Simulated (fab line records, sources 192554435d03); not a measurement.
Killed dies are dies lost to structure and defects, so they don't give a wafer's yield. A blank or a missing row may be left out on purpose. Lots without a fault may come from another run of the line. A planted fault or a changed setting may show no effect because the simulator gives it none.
Which tool did it? | flow n5_finfet | 12 lots, 36 wafers sampled, at 2 steps of a route of 1938

WHAT THE GAUGES READ, wafer by wafer
N5_BEOL_M9_OCD_MEAS_38.
lot  | measured     | on     | trench_depth_nm (nm)
L074 | day 9 12:25  | ocd-02 | 154.8 153.7 152.9
L077 | day 10 12:01 | ocd-01 | 152.4 151.0 151.4
L079 | day 10 13:56 | ocd-01 | 150.5 150.1 148.4
L081 | day 11 10:42 | ocd-02 | 152.4 153.1 149.0
L082 | day 11 18:13 | ocd-02 | 151.5 146.6 152.4
L086 | day 12 20:07 | ocd-02 | 154.1 151.9 154.8
L087 | day 13 01:26 | ocd-01 | 149.5 149.7 152.7
L088 | day 14 00:10 | ocd-01 | 151.7 149.4 151.9
L091 | day 14 08:53 | ocd-02 | 152.3 149.8 146.9
L092 | day 15 03:07 | ocd-02 | 151.8 148.6 152.6
L095 | day 15 19:31 | ocd-02 | 154.9 155.6 154.8
L097 | day 16 16:56 | ocd-01 | 155.7 156.4 152.3

WHICH TOOL RAN EACH LOT (tool, then ch and the chambers of the sampled wafers, then the start)
lot  | N5_BEOL_M9_STRIP_36
L074 | rie_diel-03 ch 1,2,3, day 9 12:12
L077 | rie_diel-02 ch 1,2, day 10 11:48
L079 | rie_diel-02 ch 1,2,3, day 10 13:43
L081 | rie_diel-03 ch 0,1,3, day 11 10:29
L082 | rie_diel-01 ch 1,3, day 11 17:59
L086 | rie_diel-03 ch 1,2, day 12 19:54
L087 | rie_diel-01 ch 0,3, day 13 01:14
L088 | rie_diel-02 ch 1,3, day 13 23:58
L091 | rie_diel-02 ch 0,1,3, day 14 08:41
L092 | rie_diel-01 ch 0,2,3, day 15 02:54
L095 | rie_diel-01 ch 2,3, day 15 19:18
L097 | rie_diel-01 ch 2,3, day 16 16:44
- N5_BEOL_M9_STRIP_36: strips in N2/H2.

THE ANSWER, worked out from the rows above alone
Rule: what is usual is taken from the lots themselves. Put in order of their means at a reading, lots are off if they are a third of the lots or fewer, leave a main group of 4 or more, and stand apart from it by a gap of 3 or more times the standard deviation of the main group's means; of several such gaps the widest counts. A main group whose means are all the same, to the digits that the tables above print for the reading, isn't used. A lot without any number at a reading at which 4 lots or more have one is off too. The other lots that the step has rows for count as sound.
No lot is off at any reading shown: from this, nothing can be told.

WHAT THE SIMULATOR HAD PUT IN
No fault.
